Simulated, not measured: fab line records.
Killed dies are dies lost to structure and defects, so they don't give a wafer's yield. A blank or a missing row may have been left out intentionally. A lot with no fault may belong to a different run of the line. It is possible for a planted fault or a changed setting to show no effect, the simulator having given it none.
fab line records ; flow nandHarc
record lots=7; wafers=21; lastDay=28
route steps=1159 shown A_STAIRCASE@542 END@1159
lots with no fault: from the same line, run without faults
startH: hours from the record's first day to the start of the lot's first wafer shown ; waitH: hours since the lot's step before ; " unchanged from the row above ; L1.1+2: several wafers, shown together as one row ; - no value, or no start was given ; * or withheld: withheld ; < > ~ a bound
route shown NAME@n: NAME is a module with steps in the file, n the number in the route of the first one ; usual: mean/standard deviation of fault-free wafers ; same: alike in all rows ; chamber/n: place in a boat ; sites: per-site readings ; _std_site: the values' standard deviation ; _edge_site: mean of outer sites minus mean of inner sites ; radiusMm: how far each site lies from the wafer's centre ; mask NAME#n: copy n ; behind: the most recent tool/chamber to have shaped the wafer ; hold: cause of the lot's hold/its duration in hours/its outcome ; device: names the non-switching transistor (n, p or np) ; end of line: tests of these same wafers at the route's end ; step lacking rows: just its recipe ; killed: count of dies lost to structure and defects at first sort (not the wafer's yield) ; map: a wafer's dies, marking killed ones x, the rest . and places with no die _
set.NAME: the run value of the setting; set.NAME@STEP: its run value at that earlier step ; model.NAME: the simulator's own value behind a step, which no gauge read
lots seen at some steps along the route; tables by step, rows by wafer
services: when a tool's chamber went out of use (startH, in hours from the record's first day, below 0 if earlier), for how many hours, and the reason
## steps
# step NHARC_A_STAIRCASE_EXPOSE_06
# recipe na=0.5; doseMj=25.43; maskId=STAIR
# step NHARC_A_STAIRCASE_PEB_07
# recipe pebTempC=115; pebTimeS=130
# step NHARC_A_STAIRCASE_DEVELOP_08
# recipe timeS=140
# step NHARC_A_STAIRCASE_HARDBAKE_10
# recipe tempC=120; timeS=140
# step NHARC_A_STAIRCASE_DESCUM_11
# recipe timeS=3; o2FlowSccm=200; arFlowSccm=0; biasPowerW=0; chemistry=O2
# usual drypumpMotorCurrentA=5.8/0.44; oesProductAu=1.000/0.01; rfVppV=57.9/0.95; showerheadPlenumPTorr=1.93/0.087; throttleValvePct=11.310/0.0082
lot.wafer;tool;chamber;startH;waitH;drypumpMotorCurrentA;oesProductAu;rfHoursCounterH;rfVppV;showerheadPlenumPTorr;throttleValvePct
L882.1;rieDiel-04;0;316.70;-;6.4;1.007;10;57.8;1.84;11.315
L882.4;rieDiel-04;3;316.70;-;5.1;0.996;10;57.5;2.06;11.300
L882.5;rieDiel-04;1;316.70;-;5.4;1.011;-;57.4;1.95;11.309
L885.3;rieDiel-11;0;316.79;-;6.0;1.000;35;59.4;2.06;11.313
L885.1;rieDiel-11;1;316.79;-;5.8;1.017;22;56.5;1.98;11.312
L885.6;rieDiel-11;1;316.79;-;5.8;1.003;-;58.6;1.98;11.318
L884.1;rieDiel-11;1;318.39;-;5.8;0.993;23;60.6;1.98;11.301
L884.4;rieDiel-11;3;318.39;-;5.3;0.994;36;60.4;1.95;11.299
L884.6;rieDiel-11;1;318.39;-;5.9;1.005;-;59.4;1.98;11.303
L886.4;rieDiel-11;0;321.78;-;6.1;1.007;38;57.4;2.06;11.328
L886.3;rieDiel-11;1;321.78;-;5.8;1.015;25;57.7;1.98;11.301
L886.5;rieDiel-11;3;321.78;-;5.3;0.996;-;57.6;1.95;11.312
L888.3;rieDiel-05;2;322.15;-;6.4;0.987;43;58.2;1.99;11.300
L888.4;rieDiel-05;3;322.15;-;5.5;0.999;42;57.8;1.83;11.307
L888.5;rieDiel-05;1;322.15;-;6.1;1.006;-;58.1;1.88;11.307
L895.2;rieDiel-04;2;350.62;-;6.4;1.006;28;58.6;1.94;11.301
L895.4;rieDiel-04;3;350.62;-;5.1;0.996;32;58.4;2.05;11.312
L895.5;rieDiel-04;1;350.62;-;5.4;1.008;-;58.7;1.94;11.308
L898.4;rieDiel-05;2;374.99;-;6.5;0.997;9;58.7;1.99;11.309
L898.3;rieDiel-05;3;374.99;-;5.5;0.999;11;57.9;1.83;11.318
L898.5;rieDiel-05;1;374.99;-;6.1;1.004;-;58.0;1.87;11.313
# step NHARC_A_STAIRCASE_TRIM_12
# recipe timeS=211.2; o2FlowSccm=500; arFlowSccm=0; biasW=0; chemistry=O2
# usual chamberPressureMTorr=60.00/0.055; drypumpMotorCurrentA=5.8/0.44; oesProductAu=1.000/0.01; rfVppV=57.9/0.92; showerheadPlenumPTorr=3.56/0.15; throttleValvePct=17.038/0.0088
# same biasW=0
lot.wafer;tool;chamber;startH;waitH;chamberPressureMTorr;drypumpMotorCurrentA;oesProductAu;rfHoursCounterH;rfVppV;showerheadPlenumPTorr;throttleValvePct
L882.4;rieDiel-04;3;316.83;0.1;59.98;5.1;0.996;10;58.4;3.78;17.030
L882.1;rieDiel-04;0;316.83;0.1;59.92;6.4;1.002;10;58.1;3.40;17.032
L882.5;rieDiel-04;2;316.83;0.1;60.11;6.5;0.997;-;57.7;3.58;17.025
L885.1;rieDiel-11;2;316.89;0.1;59.96;5.9;0.993;31;59.4;3.32;17.034
L885.3;rieDiel-11;3;316.89;0.1;59.95;5.3;0.997;35;58.1;3.60;17.034
L885.6;rieDiel-11;3;316.89;0.1;60.01;5.3;0.994;-;58.0;3.59;17.052
L884.4;rieDiel-11;1;318.56;0.1;59.94;5.8;1.006;23;57.8;3.64;17.026
L884.1;rieDiel-11;2;318.56;0.1;60.02;5.9;0.987;32;56.9;3.32;17.056
L884.6;rieDiel-11;2;318.56;0.1;59.87;5.9;0.988;-;58.6;3.32;17.034
L886.4;rieDiel-11;2;321.86;0.1;60.03;5.9;0.986;34;57.7;3.32;17.023
L886.3;rieDiel-11;0;321.86;0.1;59.99;6.1;1.005;38;57.8;3.79;17.055
L886.5;rieDiel-11;2;321.86;0.1;59.96;5.9;0.985;-;57.4;3.32;17.054
L888.4;rieDiel-05;1;322.25;0.1;59.96;6.1;1.018;40;57.2;3.46;17.023
L888.3;rieDiel-05;2;322.25;0.1;60.02;6.4;0.988;43;58.6;3.66;17.023
L888.5;rieDiel-05;1;322.25;0.1;60.00;6.1;1.000;-;56.7;3.46;17.037
L895.4;rieDiel-04;0;350.74;0.1;59.95;6.4;1.012;33;57.0;3.39;17.027
L895.2;rieDiel-04;1;350.74;0.1;59.92;5.4;1.005;33;57.6;3.58;17.026
L895.5;rieDiel-04;2;350.74;0.1;59.98;6.4;1.003;-;59.6;3.57;17.027
L898.4;rieDiel-05;0;375.27;0.3;60.08;5.3;1.006;13;57.8;3.53;17.032
L898.3;rieDiel-05;1;375.27;0.3;59.95;6.1;1.011;11;56.0;3.45;17.050
L898.5;rieDiel-05;2;375.27;0.3;59.95;6.5;1.002;-;57.3;3.65;17.044
# step NHARC_A_STAIRCASE_ETCH_13
# recipe targetDepthA=1000; timeS=40.5; ionEnergyEv=400; c4f8FlowSccm=20; o2FlowSccm=10; arFlowSccm=withheld; rfW=600; biasW=1000; chemistry=C4F8/O2
# usual oesProductAu=0.930/0.012; rfVppV=897/5.5
lot.wafer;tool;chamber;startH;waitH;oesProductAu;rfHoursCounterH;rfVppV
L882.4;rieDiel-04;0;-;-;0.939;10;891
L882.1;rieDiel-04;3;-;-;0.934;10;904
L882.5;rieDiel-04;0;-;-;0.933;-;892
L885.1;rieDiel-11;1;-;-;0.946;22;900
L885.3;rieDiel-11;2;-;-;0.912;31;888
L885.6;rieDiel-11;2;-;-;0.918;-;889
L884.1;rieDiel-11;2;-;-;0.920;32;888
L884.4;rieDiel-11;0;-;-;0.933;36;905
L884.6;rieDiel-11;2;-;-;0.909;-;888
L886.4;rieDiel-11;3;-;-;0.922;38;898
L886.3;rieDiel-11;0;-;-;0.934;38;904
L886.5;rieDiel-11;3;-;-;0.921;-;898
L888.3;rieDiel-05;1;-;-;0.929;40;895
L888.4;rieDiel-05;2;-;-;0.913;44;901
L888.5;rieDiel-05;2;-;-;0.914;-;901
L895.2;rieDiel-04;0;-;-;0.941;34;892
L895.4;rieDiel-04;2;-;-;0.944;29;897
L895.5;rieDiel-04;0;-;-;0.942;-;890
L898.4;rieDiel-05;3;-;-;0.929;11;889
L898.3;rieDiel-05;0;-;-;0.919;13;896
L898.5;rieDiel-05;3;-;-;0.932;-;889
# step NHARC_A_STAIRCASE_TRIM_14
# recipe timeS=211.2; o2FlowSccm=500; arFlowSccm=0; biasW=0; chemistry=O2
# step NHARC_A_STAIRCASE_ETCH_15
# recipe targetDepthA=1000; timeS=40.5; ionEnergyEv=400; c4f8FlowSccm=20; o2FlowSccm=10; arFlowSccm=withheld; rfW=600; biasW=1000; chemistry=C4F8/O2
# step NHARC_A_STAIRCASE_TRIM_16
# recipe timeS=211.2; o2FlowSccm=500; arFlowSccm=0; biasW=0; chemistry=O2
# step NHARC_A_STAIRCASE_ETCH_17
# recipe targetDepthA=1000; timeS=40.5; ionEnergyEv=400; c4f8FlowSccm=20; o2FlowSccm=10; arFlowSccm=withheld; rfW=600; biasW=1000; chemistry=C4F8/O2
# usual oesProductAu=0.935/0.012; rfVppV=897/5.6
lot.wafer;tool;chamber;startH;waitH;oesProductAu;rfHoursCounterH;rfVppV
L885.3;rieDiel-11;3;-;-;0.924;36;898
L885.1;rieDiel-11;1;-;-;0.957;23;901
L885.6;rieDiel-11;2;-;-;0.926;-;889
L882.1;rieDiel-04;0;-;-;0.945;11;890
L882.4;rieDiel-04;1;-;-;0.930;11;899
L882.5;rieDiel-04;1;-;-;0.942;-;897
L884.1;rieDiel-11;3;-;-;0.932;37;898
L884.4;rieDiel-11;0;-;-;0.947;37;905
L884.6;rieDiel-11;2;-;-;0.927;-;888
L886.4;rieDiel-11;1;-;-;0.925;26;899
L886.3;rieDiel-11;2;-;-;0.908;34;888
L886.5;rieDiel-11;1;-;-;0.927;-;903
L888.4;rieDiel-05;2;-;-;0.927;45;901
L888.3;rieDiel-05;1;-;-;0.932;42;894
L888.5;rieDiel-05;3;-;-;0.936;-;892
L895.2;rieDiel-04;3;-;-;0.938;33;906
L895.4;rieDiel-04;0;-;-;0.944;34;891
L895.5;rieDiel-04;2;-;-;0.933;-;897
L898.3;rieDiel-05;0;-;-;0.930;14;896
L898.4;rieDiel-05;1;-;-;0.944;12;894
L898.5;rieDiel-05;3;-;-;0.946;-;892
# step NHARC_A_STAIRCASE_TRIM_18
# recipe timeS=211.2; o2FlowSccm=500; arFlowSccm=0; biasW=0; chemistry=O2
# usual biasW=0/0; chamberPressureMTorr=60.00/0.053; drypumpMotorCurrentA=5.8/0.45; oesProductAu=0.999/0.0099; rfVppV=57.9/0.92; showerheadPlenumPTorr=3.57/0.15; throttleValvePct=17.038/0.0097
lot.wafer;tool;chamber;startH;waitH;biasW;chamberPressureMTorr;drypumpMotorCurrentA;oesProductAu;rfHoursCounterH;rfVppV;showerheadPlenumPTorr;throttleValvePct
L885.1;rieDiel-11;0;317.71;-;0;59.97;6.1;1.001;36;57.4;3.79;17.031
L885.3;rieDiel-11;2;317.71;-;0;59.99;5.9;0.976;31;55.5;3.32;17.033
L885.6;rieDiel-11;3;317.71;-;0;60.06;5.3;1.003;-;59.1;3.59;17.033
L882.1;rieDiel-04;3;318.11;-;0;59.94;5.1;0.983;11;58.0;3.78;17.028
L882.4;rieDiel-04;0;318.11;-;0;59.96;6.4;1.009;11;58.6;3.40;17.056
L882.5;rieDiel-04;1;318.11;-;0;60.03;5.4;0.988;-;59.3;3.59;17.043
L884.4;rieDiel-11;3;319.47;-;-;-;-;-;-;-;-;-
L884.1;rieDiel-11;0;319.47;-;-;-;-;-;-;-;-;-
L884.6;rieDiel-11;2;319.47;-;-;-;-;-;-;-;-;-
L886.3;rieDiel-11;3;322.75;-;-;-;-;-;-;-;-;-
L886.4;rieDiel-11;1;322.75;-;-;-;-;-;-;-;-;-
L886.5;rieDiel-11;3;322.75;-;-;-;-;-;-;-;-;-
L888.3;rieDiel-05;2;324.13;-;-;-;-;-;-;-;-;-
L888.4;rieDiel-05;3;324.13;-;-;-;-;-;-;-;-;-
L888.5;rieDiel-05;2;324.13;-;-;-;-;-;-;-;-;-
L895.2;rieDiel-04;3;351.59;-;0;60.03;5.1;0.991;33;59.3;3.76;17.051
L895.4;rieDiel-04;1;351.59;-;0;60.02;5.4;1.002;33;59.6;3.58;17.041
L895.5;rieDiel-04;3;351.59;-;0;59.95;5.1;0.995;-;58.5;3.76;17.057
L898.4;rieDiel-05;1;376.56;-;0;59.99;6.1;1.006;12;57.6;3.45;17.028
L898.3;rieDiel-05;2;376.56;-;0;59.99;6.5;1.008;10;58.2;3.65;17.015
L898.5;rieDiel-05;1;376.56;-;0;59.93;6.1;0.989;-;58.4;3.45;17.034
# step NHARC_A_STAIRCASE_ETCH_19
# recipe targetDepthA=1000; timeS=40.5; ionEnergyEv=400; c4f8FlowSccm=20; o2FlowSccm=10; arFlowSccm=withheld; rfW=600; biasW=1000; chemistry=C4F8/O2
# usual oesProductAu=0.936/0.012; rfVppV=898/5.6
lot.wafer;tool;chamber;startH;waitH;oesProductAu;rfHoursCounterH;rfVppV
L885.3;rieDiel-11;0;-;-;0.943;36;906
L885.1;rieDiel-11;1;-;-;0.968;23;902
L885.6;rieDiel-11;3;-;-;0.937;-;897
L882.4;rieDiel-04;2;-;-;0.928;8;898
L882.1;rieDiel-04;3;-;-;0.932;11;904
L882.5;rieDiel-04;1;-;-;0.925;-;897
L884.4;rieDiel-11;1;-;-;0.957;24;901
L884.1;rieDiel-11;2;-;-;0.925;33;889
L884.6;rieDiel-11;0;-;-;0.961;-;905
L886.3;rieDiel-11;1;-;-;0.953;26;900
L886.4;rieDiel-11;2;-;-;0.920;35;888
L886.5;rieDiel-11;0;-;-;0.941;-;904
L888.4;rieDiel-05;2;-;-;0.914;45;900
L888.3;rieDiel-05;3;-;-;0.927;44;891
L888.5;rieDiel-05;1;-;-;0.939;-;894
L895.4;rieDiel-04;3;-;-;0.929;33;903
L895.2;rieDiel-04;2;-;-;0.954;29;897
L895.5;rieDiel-04;0;-;-;0.940;-;891
L898.4;rieDiel-05;2;-;-;0.934;10;900
L898.3;rieDiel-05;3;-;-;0.934;12;890
L898.5;rieDiel-05;3;-;-;0.935;-;889
# step NHARC_END_SORT_01
# recipe tempC=25
# usual killedAtArray=29/11; killedAtOther=0.5/0.85; killedAtPeriphery=3.0/2.3; killedDies=33/12; killedOpen=3.3/1.9; killedShort=2.0/1.5
# same grossDies=677
lot.wafer;tool;chamber;startH;waitH;killedAtArray;killedAtOther;killedAtPeriphery;killedDies;killedOpen;killedShort
L884.1;prober-01;0;610.93;2.5;675;0;2;677;3;3
L884.4;prober-01;0;613.27;3.3;672;2;3;677;3;3
L884.6;prober-01;0;614.83;3.9;670;1;6;677;7;3
L888.3;prober-02;0;616.90;3.1;676;0;1;677;2;1
L888.4;prober-02;0;617.70;3.4;673;1;3;677;2;0
L888.5;prober-02;0;618.50;3.7;673;1;3;677;6;1
L886.3;prober-02;0;624.72;3.1;677;0;0;677;0;2
L886.4;prober-02;0;625.53;3.4;675;0;2;677;6;2
L886.5;prober-02;0;626.34;3.7;677;0;0;677;1;0
# killed by level:class
L884.1 A_STAIRCASE:areaTrim=655 A_CHANNEL_HOLE_D1:chamberFilmFlake=11 A_WL_FILL:geometricParticle:short=1 P_M0:geometricParticle:open=1 A_ONON_D1:geometricParticle:short=1 A_CHANNEL_HOLE_D1:geometricParticle:short=1 A_CHANNEL_FILL_D1:geometricParticle:open=1 A_CONTACT:geometricParticle:open=1
L884.4 A_STAIRCASE:areaTrim=639 A_CHANNEL_HOLE_D1:chamberFilmFlake=23 A_WL_FILL:geometricParticle:short=2 A_CHANNEL_FILL_D1:chamberFilmFlake=2 A_WL_FILL:chamberFilmFlake=2 P_M0:geometricParticle:open=1 A_WL_FILL:geometricParticle:open=1 A_BLC:geometricParticle:open=1
L884.6 A_STAIRCASE:areaTrim=641 A_CHANNEL_HOLE_D1:chamberFilmFlake=17 A_CONTACT:geometricParticle:open=3 P_CONTACT:geometricParticle:open=2 A_CHANNEL_FILL_D1:chamberFilmFlake=2 A_STAIRCASE:chamberFilmFlake=2 A_CONTACT:chamberFilmFlake=2 P_CONTACT:geometricParticle:short=1
L888.3 A_STAIRCASE:areaTrim=641 A_SLIT:chamberFilmFlake=19 A_CHANNEL_HOLE_D1:chamberFilmFlake=11 A_CONTACT:geometricParticle:open=2 A_CHANNEL_FILL_D1:geometricParticle:short=1 P_ZERO_WELL:chamberFilmFlake=1 A_STAIRCASE:chamberFilmFlake=1 A_WL_FILL:chamberFilmFlake=1
L888.4 A_STAIRCASE:areaTrim=634 A_CHANNEL_HOLE_D1:chamberFilmFlake=17 A_SLIT:chamberFilmFlake=10 A_CONTACT:chamberFilmFlake=8 P_STI:chamberFilmFlake=2 A_CHANNEL_FILL_D1:chamberFilmFlake=2 P_M0:geometricParticle:open=1 A_M0:geometricParticle:open=1
L888.5 A_STAIRCASE:areaTrim=627 A_CHANNEL_HOLE_D1:chamberFilmFlake=18 A_SLIT:chamberFilmFlake=18 P_STI:chamberFilmFlake=3 A_CHANNEL_FILL_D1:geometricParticle:open=1 A_SGD_CUT:geometricParticle:short=1 A_SGD_CUT:geometricParticle:open=1 A_WL_FILL:geometricParticle:open=1
L886.3 A_STAIRCASE:areaTrim=654 A_STAIRCASE:chamberFilmFlake=7 A_CHANNEL_HOLE_D1:chamberFilmFlake=6 A_CONTACT:chamberFilmFlake=6 A_CHANNEL_HOLE_D1:geometricParticle:short=1 A_SGD_CUT:geometricParticle:short=1 A_ZERO_WELL:chamberFilmFlake=1 A_M0:chamberFilmFlake=1
L886.4 A_STAIRCASE:areaTrim=654 A_STAIRCASE:chamberFilmFlake=7 A_CHANNEL_HOLE_D1:chamberFilmFlake=3 A_ONON_D1:geometricParticle:open=2 A_CONTACT:chamberFilmFlake=2 A_M0:chamberFilmFlake=2 P_STI:geometricParticle:short=1 P_CONTACT:geometricParticle:open=1
L886.5 A_STAIRCASE:areaTrim=658 A_CONTACT:chamberFilmFlake=6 A_CHANNEL_HOLE_D1:chamberFilmFlake=5 A_STAIRCASE:chamberFilmFlake=4 A_M0:chamberFilmFlake=2 A_SGD_CUT:geometricParticle:open=1 A_SLIT:chamberFilmFlake=1
# map L884.1 (x killed, . not)
____________x____________
_________xxxxxxx_________
_______xxxxxxxxxxx_______
______xxxxxxxxxxxxx______
_____xxxxxxxxxxxxxxx_____
____xxxxxxxxxxxxxxxxx____
____xxxxxxxxxxxxxxxxx____
___xxxxxxxxxxxxxxxxxxx___
___xxxxxxxxxxxxxxxxxxx___
__xxxxxxxxxxxxxxxxxxxxx__
__xxxxxxxxxxxxxxxxxxxxx__
_xxxxxxxxxxxxxxxxxxxxxxx_
_xxxxxxxxxxxxxxxxxxxxxxx_
_xxxxxxxxxxxxxxxxxxxxxxx_
_xxxxxxxxxxxxxxxxxxxxxxx_
_xxxxxxxxxxxxxxxxxxxxxxx_
xxxxxxxxxxxxxxxxxxxxxxxxx
xxxxxxxxxxxxxxxxxxxxxxxxx
xxxxxxxxxxxxxxxxxxxxxxxxx
xxxxxxxxxxxxxxxxxxxxxxxxx
xxxxxxxxxxxxxxxxxxxxxxxxx
_xxxxxxxxxxxxxxxxxxxxxxx_
_xxxxxxxxxxxxxxxxxxxxxxx_
_xxxxxxxxxxxxxxxxxxxxxxx_
_xxxxxxxxxxxxxxxxxxxxxxx_
_xxxxxxxxxxxxxxxxxxxxxxx_
__xxxxxxxxxxxxxxxxxxxxx__
__xxxxxxxxxxxxxxxxxxxxx__
___xxxxxxxxxxxxxxxxxxx___
___xxxxxxxxxxxxxxxxxxx___
____xxxxxxxxxxxxxxxxx____
____xxxxxxxxxxxxxxxxx____
_____xxxxxxxxxxxxxxx_____
______xxxxxxxxxxxxx______
_______xxxxxxxxxxx_______
_________xxxxxxx_________
____________x____________
# map L886.3 (x killed, . not)
____________x____________
_________xxxxxxx_________
_______xxxxxxxxxxx_______
______xxxxxxxxxxxxx______
_____xxxxxxxxxxxxxxx_____
____xxxxxxxxxxxxxxxxx____
____xxxxxxxxxxxxxxxxx____
___xxxxxxxxxxxxxxxxxxx___
___xxxxxxxxxxxxxxxxxxx___
__xxxxxxxxxxxxxxxxxxxxx__
__xxxxxxxxxxxxxxxxxxxxx__
_xxxxxxxxxxxxxxxxxxxxxxx_
_xxxxxxxxxxxxxxxxxxxxxxx_
_xxxxxxxxxxxxxxxxxxxxxxx_
_xxxxxxxxxxxxxxxxxxxxxxx_
_xxxxxxxxxxxxxxxxxxxxxxx_
xxxxxxxxxxxxxxxxxxxxxxxxx
xxxxxxxxxxxxxxxxxxxxxxxxx
xxxxxxxxxxxxxxxxxxxxxxxxx
xxxxxxxxxxxxxxxxxxxxxxxxx
xxxxxxxxxxxxxxxxxxxxxxxxx
_xxxxxxxxxxxxxxxxxxxxxxx_
_xxxxxxxxxxxxxxxxxxxxxxx_
_xxxxxxxxxxxxxxxxxxxxxxx_
_xxxxxxxxxxxxxxxxxxxxxxx_
_xxxxxxxxxxxxxxxxxxxxxxx_
__xxxxxxxxxxxxxxxxxxxxx__
__xxxxxxxxxxxxxxxxxxxxx__
___xxxxxxxxxxxxxxxxxxx___
___xxxxxxxxxxxxxxxxxxx___
____xxxxxxxxxxxxxxxxx____
____xxxxxxxxxxxxxxxxx____
_____xxxxxxxxxxxxxxx_____
______xxxxxxxxxxxxx______
_______xxxxxxxxxxx_______
_________xxxxxxx_________
____________x____________
## services
tool;chamber;startH;hours;kind
rieDiel-04;2;296.51;6.5;repair
rieDiel-11;0;296.68;-;clean
rieDiel-11;1;296.68;-;clean
rieDiel-11;2;296.68;-;clean
rieDiel-11;3;296.68;-;clean
rieDiel-05;1;303.01;3.9;repair
rieDiel-11;1;307.64;8.5;repair
rieDiel-11;0;321.24;-;clean
rieDiel-11;1;321.24;-;clean
rieDiel-11;2;321.24;-;clean
rieDiel-11;3;321.24;-;clean
rieDiel-05;-;341.18;9.0;pm
rieDiel-11;0;345.77;-;clean
rieDiel-11;1;345.77;-;clean
rieDiel-11;2;345.77;-;clean
rieDiel-11;3;345.77;-;clean
rieDiel-11;3;357.74;-;consumableReplace:focusRing
rieDiel-11;3;357.74;9.0;scheduledDown
rieDiel-11;3;357.74;9.0;ventCycle
rieDiel-11;-;367.63;9.0;pm
rieDiel-11;0;367.63;9.0;ventCycle
rieDiel-11;1;367.63;9.0;ventCycle
rieDiel-11;2;367.63;9.0;ventCycle
rieDiel-11;3;367.63;9.0;ventCycle
## key
firstSign step=NHARC_A_STAIRCASE_TRIM_18; reading=toolRecord; direction=missing
effect step=NHARC_END_SORT_01; reading=killedAtArray; direction=up; sigmas=60; usual=29; struck=674
moreKillsBornAt NHARC_A_STAIRCASE_TRIM_18@rieDiel-11=3897; NHARC_A_STAIRCASE_TRIM_18@rieDiel-05=1900
metAt NHARC_A_STAIRCASE_TRIM_18
struckWafers L884.1,L884.4,L884.6,L886.3,L886.4,L886.5,L888.3,L888.4,L888.5
laterRowsLeftOut L884.1,L884.4,L884.6,L886.3,L886.4,L886.5,L888.3,L888.4,L888.5
testerLeftOut L884,L886,L888
onsetBetween 317.71 319.47
fault kind=skippedStepWhole; tool=rieDiel-05,rieDiel-11; chamber=-; onsetH=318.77; steps=NHARC_A_STAIRCASE_TRIM_18; scope=struckLotsOnly
# testerLeftOut: of these lots the tester's yield and bins aren't shown, on N5 and GAA mostly nor the transistor test; their killed dies are dies lost to structure and defects alone, not to doping, threshold or leakage, so they don't give the yield
# laterRowsLeftOut: the simulator's readings of these wafers behind a module that went badly wrong aren't trusted and aren't shown, but for the sort
